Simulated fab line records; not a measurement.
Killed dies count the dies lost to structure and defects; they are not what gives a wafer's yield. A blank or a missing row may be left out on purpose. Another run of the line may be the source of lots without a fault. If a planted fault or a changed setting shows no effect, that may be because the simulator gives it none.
Split-lot study | flow n5 finfet | on a route of 1938 steps: 7 lots, 39 wafers read

SPLIT DETAILS
At N5_BEOL_M3_HM_DEP_02 (deposits TiN, target thk 20 nm), the setting target thk a was moved away from the recipe's 200 angstrom on 15 of the 39 wafers read, by -26.4% to +52.1%. For the rest of the wafers, this setting stayed at what the recipe calls for.

FROM THE SPLIT TO THE READING: what the file shows between them, 4 steps
- N5_BEOL_M3_COAT_61: time 60 s, resist thk 60 nm
- N5_BEOL_M3_COAT_62: time 60 s, resist thk 12 nm
- N5_BEOL_M3_STRIP_75: strips in N2/H2
- N5_BEOL_M3_STRIP_66: strips in CF4

THE READING
etch.depth nm (the simulator's own value, which no gauge read), in nm, at N5_BEOL_M3_HM_OPEN_17 (chemistry Cl2/BCl3, target TiN, target depth 20 nm, overetch 6 nm). The file does not state a usual value for it. Here, 24 wafers ran the recipe; their average is 19.95 nm with a standard deviation of 0.25 nm.

wafer  | tool, chamber at the split | target thk a as run, angstrom | against the recipe | etch.depth nm, nm | against lot-mates on the recipe
L074.1 | pvd sputter-02, -          | 200                           | recipe             | 19.9              | -
L074.2 | pvd sputter-02, -          | 242.9                         | +21.5%             | 24.41             | +4.39
L074.3 | pvd sputter-02, -          | 242.9                         | +21.5%             | 24.53             | +4.51
L074.4 | pvd sputter-02, -          | 242.9                         | +21.5%             | 24.42             | +4.40
L074.5 | pvd sputter-02, -          | 200                           | recipe             | 20.13             | -
L074.6 | pvd sputter-02, -          | 200                           | recipe             | 20.03             | -
L076.1 | pvd sputter-02, -          | 200                           | recipe             | 19.84             | -
L076.2 | pvd sputter-02, -          | 200                           | recipe             | 19.86             | -
L076.3 | pvd sputter-02, -          | 298.3                         | +49.2%             | 26.47             | +6.75
L076.4 | pvd sputter-02, -          | 298.3                         | +49.2%             | 26.37             | +6.65
L076.5 | pvd sputter-02, -          | 298.3                         | +49.2%             | 26.33             | +6.61
L076.6 | pvd sputter-02, -          | 200                           | recipe             | 19.47             | -
L079.1 | pvd sputter-02, -          | 147.2                         | -26.4%             | 14.53             | -5.44
L079.2 | pvd sputter-02, -          | 147.2                         | -26.4%             | 15.08             | -4.89
L079.3 | pvd sputter-02, -          | 200                           | recipe             | 20.11             | -
L079.4 | pvd sputter-02, -          | 200                           | recipe             | 20.17             | -
L079.5 | pvd sputter-02, -          | 147.2                         | -26.4%             | 14.84             | -5.13
L079.6 | pvd sputter-02, -          | 200                           | recipe             | 19.62             | -
L082.1 | pvd sputter-02, -          | 200                           | recipe             | 20.04             | -
L082.3 | pvd sputter-02, -          | 200                           | recipe             | 20.25             | -
L082.6 | pvd sputter-02, -          | 200                           | recipe             | 20.23             | -
L088.1 | pvd sputter-03, -          | 200                           | recipe             | 19.68             | -
L088.2 | pvd sputter-03, -          | 200                           | recipe             | 19.91             | -
L088.3 | pvd sputter-03, -          | 200                           | recipe             | 19.67             | -
L088.4 | pvd sputter-03, -          | 268.5                         | +34.2%             | 26.1              | +6.35
L088.5 | pvd sputter-03, -          | 268.5                         | +34.2%             | 26.05             | +6.30
L088.6 | pvd sputter-03, -          | 268.5                         | +34.2%             | 26.27             | +6.52
L091.1 | pvd sputter-03, -          | 200                           | recipe             | 20.42             | -
L091.2 | pvd sputter-03, -          | 304.1                         | +52.1%             | 26.91             | +6.72
L091.3 | pvd sputter-03, -          | 200                           | recipe             | 20.17             | -
L091.4 | pvd sputter-03, -          | 200                           | recipe             | 19.97             | -
L091.5 | pvd sputter-03, -          | 304.1                         | +52.1%             | 26.64             | +6.45
L091.6 | pvd sputter-03, -          | 304.1                         | +52.1%             | 26.89             | +6.70
L093.1 | pvd sputter-03, -          | 200                           | recipe             | 19.81             | -
L093.2 | pvd sputter-03, -          | 200                           | recipe             | 19.81             | -
L093.3 | pvd sputter-03, -          | 200                           | recipe             | 19.57             | -
L093.4 | pvd sputter-03, -          | 200                           | recipe             | 20.2              | -
L093.5 | pvd sputter-03, -          | 200                           | recipe             | 20.31             | -
L093.6 | pvd sputter-03, -          | 200                           | recipe             | 19.65             | -

THE FIT
A straight line over all 39 wafers: etch.depth nm changes by +0.151 nm for each +1% of target thk a; r = +0.98; the points scatter about the line by 0.72 nm.
The same after taking each lot's own level away (the mean of its wafers on the recipe; 39 wafers): +0.152 nm for each +1%; r = +0.98; scatter 0.74 nm.
On that fit, the largest move of target thk a shifts the reading by 7.9 nm.
The lots' own levels span 19.723 to 20.187 nm, that is 1.8 times the standard deviation above.
So the lot-to-lot level changes the slope little: the two slopes agree.
Check: +7.98 nm against its lot-mates is what the line predicts for one of the wafers moved furthest among these (+52.1%) when that wafer is left out of the fit. Against them it came out at +6.72 nm.

THE WHOLE CHAIN: every reading that the file lists as answering this split, in the file's order
step                   | what it does                                                      | reading                                                                          | change (the file's fit)                                                          | r (the file's)
N5_BEOL_M3_HM_DEP_02   | deposits TiN, target thk 20 nm                                    | TiN_of_BEOL_M3_HM_DEP_02.thk nm (the simulator's own value, which no gauge read) | +0.202 nm for each +1% of the setting                                            | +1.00
N5_BEOL_M3_HM_OPEN_17  | chemistry Cl2/BCl3, target TiN, target depth 20 nm, overetch 6 nm | etch.depth nm (the simulator's own value, which no gauge read)                   | +0.151 nm for each +1% of the setting                                            | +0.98
N5_BEOL_M3_OCD_MEAS_38 |                                                                   | trench depth nm                                                                  | not straight: 55.7 at the lowest setting, 55.3 at the recipe, 6.3 at the highest | not given

THE FILE'S OWN FIT
etch.depth nm changes by +0.151 nm for each +1% of target thk a, r = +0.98.
